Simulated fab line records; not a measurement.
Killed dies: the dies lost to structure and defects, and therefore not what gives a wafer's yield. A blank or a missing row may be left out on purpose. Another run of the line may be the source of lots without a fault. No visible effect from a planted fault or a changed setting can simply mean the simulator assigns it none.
Comparing a struck lot with a sound one	flow n5_finfet	24 out of 1938 route steps
Sound: these wafers, L614.1, L614.2, L614.5. Wafers L608.3, L608.4, L608.5 were the ones struck. Last of all comes the cause.
At each step with rows: each side's tool, then ch and its chambers, then its first start. Under that, the readings that differ: sound wafers	struck wafers	difference of the means	sigmas: that difference in standard deviations of wafers without a fault.
alike: words and numbers the same on both sides, and readings whose means are apart by under 2 such deviations; not compared: readings that were withheld, readings missing a value for some wafer, numbers with overlapping values and no deviation given by the record, and bounds like >300 which may hide the same value.
The two part at a step that has a row with sigmas, a row that says differs or no value, or rows on one side only. Numbers that don't overlap but have no deviation are shown without sigmas and don't part them. Lack of a reading on every wafer of one side parts them only where that side has two or more wafers.

N5_BEOL_M10_THK_MEAS_53: measures by xrf.
  sound on film_metro-01, day 13 06:17; struck on film_metro-01, day 11 06:35
  alike: M10_THK
then, 1 step without rows for these wafers: N5_BEOL_M10_PRE_CLEAN_55 (time 15 s).
N5_BEOL_M10_DEP_56: deposits SiCN from 3MS/NH3, target thk 15 nm, time 26.5 s.
  sound on pecvd-02 ch 0,2, day 13 06:21; struck on pecvd-01 ch 0,1,2, day 11 06:38
  alike: showerhead_plenum_p_Torr, throttle_valve_pct
N5_BEOL_M10_RS_MEAS_57: measures by four-point-probe.
  sound on film_metro-02, day 13 06:25; struck on film_metro-02, day 11 06:44
  alike: M10_RS
N5_BEOL_M10_INSPECT_58: inspects for defects (darkfield).
  sound on defect_inspect-02, day 13 06:27; struck on defect_inspect-01, day 11 06:46
  alike: raw_defect_count
N5_BEOL_M11_ILD_DEP_00: deposits SiCOH lowk from DEMS/porogen, target thk 308.51 nm, time 58 s.
  sound on pecvd-02 ch 0,1,2, day 13 06:29; struck on pecvd-01 ch 0,1,2, day 11 06:47
  alike: heater_power_w, showerhead_plenum_p_Torr, susceptor_temp_C, throttle_valve_pct
then, 1 step without rows for these wafers: N5_BEOL_M11_CURE_71 (cures SiCOH lowk, time 240 s).
N5_BEOL_M11_THK_MEAS_01:
  sound on film_metro-01, day 13 07:04; struck on film_metro-01, day 11 07:23
  alike: M11_ILD_THK
N5_BEOL_M11_PECVD_70: deposits SiO2 from TEOS/O2, target thk 20 nm, time 22.7 s.
  sound on pecvd-03 ch 0,1,2, day 13 07:07; struck on pecvd-01 ch 0,1, day 11 07:25
  alike: heater_power_w, showerhead_plenum_p_Torr, susceptor_temp_C, throttle_valve_pct
N5_BEOL_M11_HM_DEP_02: deposits TiN, target thk 20 nm.
  sound on pvd_sputter-02, day 13 07:34; struck on pvd_sputter-03, day 11 09:20
  alike: susceptor_temp_C, throttle_valve_pct
then, 2 steps without rows for these wafers: N5_BEOL_M11_COAT_59 (time 60 s, resist thk 100 nm); N5_BEOL_M11_COAT_60 (time 60 s, resist thk 30 nm).
N5_BEOL_M11_COAT_05: resist thk 90 nm.
  sound on litho_track-03 ch 0, day 13 07:42; struck on litho_track-02 ch 0, day 11 09:28
reading	sound	struck	difference	sigmas
spin_speed_rpm (rpm)	1501.4 1500.7 1500.7	1315.0 1314.7 1315.4	-185.9	-99 or more
model.CAR-ArF_of_BEOL_M11_COAT_05.thk_nm (nm)	90.2 90.6 90.4	95.8 96 96	+5.5	
then, 5 steps without rows for these wafers: N5_BEOL_M11_EBR_07; N5_BEOL_M11_SOFTBAKE_06 (time 60 s); N5_BEOL_M11_EXPOSE_08 (exposes mask M11); N5_BEOL_M11_PEB_09 (peb time 60 s); N5_BEOL_M11_DEVELOP_10 (develop time 30 s).
N5_BEOL_M11_CD_MEAS_11: target cd 64.1 nm.
  sound on cd_sem-03 ch 0, day 13 08:04; struck on cd_sem-02 ch 0, day 11 09:43
  alike: cd_nm
N5_BEOL_M11_OVL_MEAS_12:
  sound on overlay-02 ch 0, day 13 08:05; struck on overlay-02 ch 0, day 11 09:44
  alike: M11_OVL
N5_BEOL_M11_INSPECT_13: inspects for defects (brightfield).
  sound on defect_inspect-01, day 13 08:07; struck on defect_inspect-01, day 11 09:46
reading	sound	struck	difference	sigmas
raw_defect_count	443 292 332	654 438 550	+192	+2
then, 1 step without rows for these wafers: N5_BEOL_M11_DESCUM_16 (chemistry O2, time 7.9 s).
N5_BEOL_M11_ETCH_61: etches SiARC in CF4, target depth 39 nm, time 65 s.
  sound on rie_diel-05 ch 0,1, day 13 08:11; struck on rie_diel-03 ch 2,3, day 11 10:06
reading	sound	struck	difference	sigmas
model.CAR-ArF_of_BEOL_M11_COAT_05.thk_nm (nm)	56 56.2 56	61.2 61.6 61.4	+5.3	
  alike: drypump_motor_current_A, etch_rf_on_time_s, oes_product_au, rf_vpp_V, showerhead_plenum_p_Torr, throttle_valve_pct
  not compared: rf_hours_counter_h
N5_BEOL_M11_ETCH_62: etches SOC in N2/H2, target depth 110 nm, overetch 22 nm, time 165 s.
  sound on rie_diel-05 ch 0,1, day 13 08:14; struck on rie_diel-03 ch 2,3, day 11 10:09
  alike: drypump_motor_current_A, oes_product_au, rf_vpp_V, showerhead_plenum_p_Torr, throttle_valve_pct
  not compared: rf_hours_counter_h

WHERE THEY PART
At N5_BEOL_M11_COAT_05 first; at N5_BEOL_M11_INSPECT_13 last (within this record only). Later steps at which nothing parts them and some readings are alike: N5_BEOL_M11_ETCH_61, N5_BEOL_M11_ETCH_62.

WHY: the cause the simulator had injected
Drift in process parameters on litho_track-02 at N5_BEOL_M11_COAT_05, starting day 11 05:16. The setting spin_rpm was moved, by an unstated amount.
